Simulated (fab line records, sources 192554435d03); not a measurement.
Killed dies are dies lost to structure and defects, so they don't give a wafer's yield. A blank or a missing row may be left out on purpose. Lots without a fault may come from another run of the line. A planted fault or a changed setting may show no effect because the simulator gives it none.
fab line records | flow n5_finfet
record lots=12 wafers=30 last_day=17
route steps=1938 shown BEOL_M15@1814
lots that met no fault: from a run of the same line without faults
start_h: hours from the record's first day to the start of the lot's first wafer shown | wait_h: hours since the lot's step before | " the same as in the row above | L1.1+2: a row that stands for several wafers | - no value, or no start given | * or withheld: withheld | < > ~ a bound
route shown NAME@n: a module of which the file shows steps, and the number in the route of the first | usual: mean/standard deviation of fault-free wafers | same: alike in all rows | chamber/n: place in a boat | sites: the reading at each site | _std_site: their standard deviation | _edge_site: outer sites' mean less inner sites' | radius_mm: how far each site lies from the wafer's centre | mask NAME#n: copy n | behind: the tool/chamber that last shaped the wafer | hold: why the lot was held/for how many hours/how that ended | device: the transistor (n, p or np) that didn't switch | end of line: the same wafers' tests at the end of the route | a step without rows: its recipe alone | killed: dies lost to structure and defects at the first sort, not the wafer's yield | map: a wafer's dies, x killed, . not, _ none there
set.NAME: the setting as run; set.NAME@STEP: as run at that earlier step | model.NAME: the simulator's own value behind a step, which no gauge read
steps of the route over a sample of lots; a table a step, a row a wafer
services: from which hour (start_h, from the record's first day; less than 0 if before it) a tool's chamber was out of use, for how many hours, and why
## steps
# step N5_BEOL_M15_ETCH_38
# recipe chemistry=CF4/N2 target=SiCN target_depth_a=1064 taper_deg=2 time_s=120.5 ion_energy_ev=150 mask_material=SiO2 pressure_mtorr=40 source_w=430 bias_w=70 Ar_flow_sccm=100 cf4_flow_sccm=60 n2_flow_sccm=60
# usual drypump_motor_current_A=5.8/0.52 mfc_ar_sccm=99.97/0.27 n2_flow_sccm=60.02/0.17 oes_product_au=0.78/0.069 rf_vpp_V=382.4/1.7 showerhead_plenum_p_Torr=2.21/0.066 throttle_valve_pct=15.45/0.27
# columns lot.wafer tool chamber start_h wait_h drypump_motor_current_A mfc_ar_sccm n2_flow_sccm oes_product_au rf_hours_counter_h rf_vpp_V showerhead_plenum_p_Torr throttle_valve_pct
L620.2 rie_diel-04 2 - - 6.5 100.07 59.98 0.72 162 379.8 2.13 15.84
L620.3 " 3 " " 5.4 99.99 60.09 0.95 8 381.8 2.26 14.95
L620.6 " 3 " " 5.4 99.51 59.82 0.96 - 384.0 2.26 14.97
L619.1 rie_diel-01 3 - - 5.2 100.48 60.10 0.84 74 382.0 2.22 15.54
L619.2 " 1 " " 5.5 99.97 59.80 0.84 95 382.8 2.22 15.02
L621.1 rie_diel-04 0 - - 6.5 99.75 60.06 0.99 1 383.3 2.26 15.22
L621.3 " 1 " " 5.6 100.26 59.93 0.74 144 382.5 2.21 15.45
L629.2 rie_diel-05 0 - - 5.7 99.90 60.16 0.75 140 383.3 2.31 15.30
L629.4 " 2 " " 5.2 100.01 59.94 0.72 213 381.0 2.19 15.38
L629.5 " 1 " " 5.8 99.89 60.05 0.69 - 379.7 2.10 15.74
L631.2 rie_diel-01 2 - - 5.3 99.69 60.07 0.85 58 380.8 2.15 15.37
L631.4 " 0 " " 6.7 99.77 60.00 0.80 99 385.7 2.31 15.39
L631.6 " 0 " " 6.7 100.17 59.84 0.80 - 383.4 2.31 15.40
L636.1 rie_diel-04 3 - - 5.4 99.80 60.10 0.88 41 383.4 2.25 15.01
L636.2 " 2 " " 6.5 100.08 60.09 0.70 196 380.2 2.12 15.92
L636.4 " 0 " " 6.5 100.05 59.77 0.90 28 382.5 2.25 15.29
L635.2 rie_diel-05 1 - - 5.8 100.01 59.98 0.70 209 378.7 2.09 15.76
L635.5 " 3 " " 6.3 99.96 59.88 0.76 - 382.2 2.21 15.91
L635.6 " 2 " " 5.2 99.89 60.20 0.71 - 382.6 2.19 15.41
L637.3 rie_diel-01 3 - - 5.2 99.50 59.95 0.80 106 382.5 2.21 15.62
L637.4 " 2 " " 5.3 99.72 59.87 0.83 70 380.9 2.14 15.39
L640.4 rie_diel-04 0 - - 6.5 99.88 60.13 0.88 38 383.5 2.25 15.30
L640.6 " 1 " " 5.6 99.75 60.00 0.71 - 382.6 2.20 15.53
L639.2 rie_diel-01 3 - - 5.2 100.56 59.78 0.80 110 381.8 2.21 15.63
L639.5 " 1 " " 5.5 99.71 59.61 0.81 - 383.9 2.21 15.09
L642.1 rie_diel-01 1 - - 5.5 99.74 60.15 0.80 131 381.0 2.21 15.08
L642.3 " 2 " " 5.4 100.56 59.84 0.83 78 381.5 2.14 15.40
L642.4 " 3 " " 5.2 100.23 59.69 0.79 112 382.8 2.21 15.62
L641.3 rie_diel-05 0 - - 5.7 99.97 60.12 0.73 158 383.1 2.30 15.31
L641.6 " 0 " " 5.7 99.50 60.07 0.73 - 384.9 2.30 15.32
# step N5_BEOL_M15_PRE_CLEAN_42
# recipe gas=H2/He time_s=30 temp_c=300
# usual heater_power_w=464/50
# columns lot.wafer tool chamber start_h wait_h heater_power_w
L620.2 pvd_sputter-03 - 256.41 0.0 448
L620.3 " - " " 529
L620.6 " - " " 475
L621.1 pvd_sputter-03 - 267.72 0.0 448
L621.3 " - " " 488
L619.1 pvd_sputter-03 - 268.32 0.0 525
L619.2 " - " " 486
L629.2 pvd_sputter-03 - 325.52 0.0 538
L629.4 " - " " 454
L629.5 " - " " 444
L631.2 pvd_sputter-02 - 328.93 0.0 424
L631.4 " - " " 469
L631.6 " - " " 394
L636.1 pvd_sputter-01 - 358.15 0.0 441
L636.2 " - " " 556
L636.4 " - " " 379
L635.2 pvd_sputter-02 - 364.01 0.0 392
L635.5 " - " " 388
L635.6 " - " " 390
L637.3 pvd_sputter-01 - 374.30 0.0 424
L637.4 " - " " 400
L640.4 pvd_sputter-01 - 389.88 0.0 485
L640.6 " - " " 546
L639.2 pvd_sputter-01 - 390.52 0.0 387
L639.5 " - " " 493
L642.1 pvd_sputter-02 - 398.28 0.0 399
L642.3 " - " " 486
L642.4 " - " " 428
L641.3 pvd_sputter-02 - 398.60 0.0 407
L641.6 " - " " 381
# step N5_BEOL_M15_SPUTTER_43
# recipe material=TaN target_thk_a=150 temp_c=50 bias_v=168.6 power_w=15000 chamber_pressure_pa=0.12 time_s=24.19
# usual bias_v=168.5/2 cathode_dc_power_W=15000/2.9 throttle_valve_pct=30.3/0.92
# columns lot.wafer tool chamber start_h wait_h bias_v cathode_dc_power_W throttle_valve_pct
L620.2 pvd_sputter-03 - 256.45 0.0 169.7 14993 30.3
L620.3 " - " " 168.2 15002 31.9
L620.6 " - " " 169.4 15000 29.3
L621.1 pvd_sputter-03 - 267.76 0.0 170.3 15001 30.4
L621.3 " - " " 166.4 15000 30.3
L619.1 pvd_sputter-03 - 268.36 0.0 168.0 14997 31.7
L619.2 " - " " 168.5 14997 30.3
L629.2 pvd_sputter-03 - 325.56 0.0 170.2 14994 31.8
L629.4 " - " " 168.7 15006 30.1
L629.5 " - " " 171.2 14999 30.1
L631.2 pvd_sputter-02 - 328.97 0.0 169.1 14998 30.4
L631.4 " - " " 169.1 14998 29.1
L631.6 " - " " 168.3 14994 29.6
L636.1 pvd_sputter-01 - 358.19 0.0 168.3 15000 30.6
L636.2 " - " " 169.6 14999 29.6
L636.4 " - " " 173.3 15004 30.8
L635.2 pvd_sputter-02 - 364.05 0.0 168.4 14998 29.4
L635.5 " - " " 166.1 14997 29.2
L635.6 " - " " 169.1 14997 29.7
L637.3 pvd_sputter-01 - 374.34 0.0 171.3 15001 30.2
L637.4 " - " " 169.6 15001 31.0
L640.4 pvd_sputter-01 - 389.92 0.0 167.6 14995 31.7
L640.6 " - " " 166.7 15000 29.3
L639.2 pvd_sputter-01 - 390.56 0.0 170.0 15000 30.9
L639.5 " - " " 169.8 14996 32.2
L642.1 pvd_sputter-02 - 398.32 0.0 168.6 14993 29.6
L642.3 " - " " 169.8 14999 28.9
L642.4 " - " " 168.7 15001 30.1
L641.3 pvd_sputter-02 - 398.64 0.0 167.2 15005 29.2
L641.6 " - " " 160.8 14995 29.7
# step N5_BEOL_M15_SPUTTER_44
# recipe material=Ta target_thk_a=150 temp_c=50 bias_v=80 power_w=15000 chamber_pressure_pa=0.07 time_s=24.19
# usual bias_v=79.9/0.83 cathode_dc_power_W=15000/2.6 throttle_valve_pct=30.3/0.91
# columns lot.wafer tool chamber start_h wait_h bias_v cathode_dc_power_W throttle_valve_pct
L620.2 pvd_sputter-03 - 256.53 0.0 81.9 15005 30.1
L620.3 " - " " 82.1 15003 31.6
L620.6 " - " " 79.2 14997 29.4
L621.1 pvd_sputter-03 - 267.84 0.0 79.8 15001 30.2
L621.3 " - " " 79.7 14996 30.2
L619.1 pvd_sputter-03 - 268.44 0.0 79.3 14996 31.4
L619.2 " - " " 79.3 14998 30.3
L629.2 pvd_sputter-03 - 325.64 0.0 79.9 14128 31.5
L629.4 " - " " 80.7 14999 29.8
L629.5 " - " " 79.6 15000 30.3
L631.2 pvd_sputter-02 - 329.05 0.0 81.1 15001 30.4
L631.4 " - " " 81.4 15001 28.8
L631.6 " - " " 79.9 15004 29.7
L636.1 pvd_sputter-01 - 358.27 0.0 79.0 15001 30.8
L636.2 " - " " 79.9 15002 29.6
L636.4 " - " " 79.2 14997 30.8
L635.2 pvd_sputter-02 - 364.13 0.0 79.5 14999 29.3
L635.5 " - " " 80.8 15001 29.3
L635.6 " - " " 79.2 15000 29.5
L637.3 pvd_sputter-01 - 374.42 0.0 79.3 14997 30.7
L637.4 " - " " 79.1 15003 31.0
L640.4 pvd_sputter-01 - 390.00 0.0 79.7 15001 31.9
L640.6 " - " " 80.8 14998 29.3
L639.2 pvd_sputter-01 - 390.64 0.0 80.6 14999 31.1
L639.5 " - " " 80.0 14998 32.0
L642.1 pvd_sputter-02 - 398.40 0.0 79.7 15003 29.2
L642.3 " - " " 78.8 15002 28.7
L642.4 " - " " 78.4 14999 30.5
L641.3 pvd_sputter-02 - 398.72 0.0 78.9 14996 29.2
L641.6 " - " " 80.7 14999 29.4
## services
# columns tool chamber start_h hours kind
rie_diel-04 0 239.05 - clean
rie_diel-04 0 239.05 - consumable_replace:focus_ring
rie_diel-04 0 239.05 24.7 scheduled_down
rie_diel-04 0 239.05 24.7 vent_cycle
pvd_sputter-01 - 265.60 4.9 repair
rie_diel-01 1 286.80 6.7 repair
rie_diel-05 0 300.39 21.1 repair
rie_diel-05 2 303.66 4.9 repair
pvd_sputter-02 - 306.05 1.9 repair
rie_diel-05 0 334.70 17.2 repair
pvd_sputter-03 - 352.94 1.0 repair
rie_diel-01 3 375.65 2.5 repair
rie_diel-05 3 396.61 3.4 repair
## key
first_sign step=N5_BEOL_M15_SPUTTER_44 reading=cathode_dc_power_W direction=down sigmas=99+ usual=* struck=*
effect none on later readings
met_at N5_BEOL_M15_SPUTTER_44
struck_lots L629
struck_wafers L629.2
not_acting_at N5_BEOL_M15_ETCH_38,N5_BEOL_M15_PRE_CLEAN_42,N5_BEOL_M15_SPUTTER_43
onset_between 268.44 325.64
fault kind=process_parameter_drift tool=pvd_sputter-03 chamber=- onset_h=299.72 steps=N5_BEOL_M15_SPUTTER_44 channel=power_w offset=* shape=step end_h=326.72 acts_in=* stated=* scope=struck_wafers_only
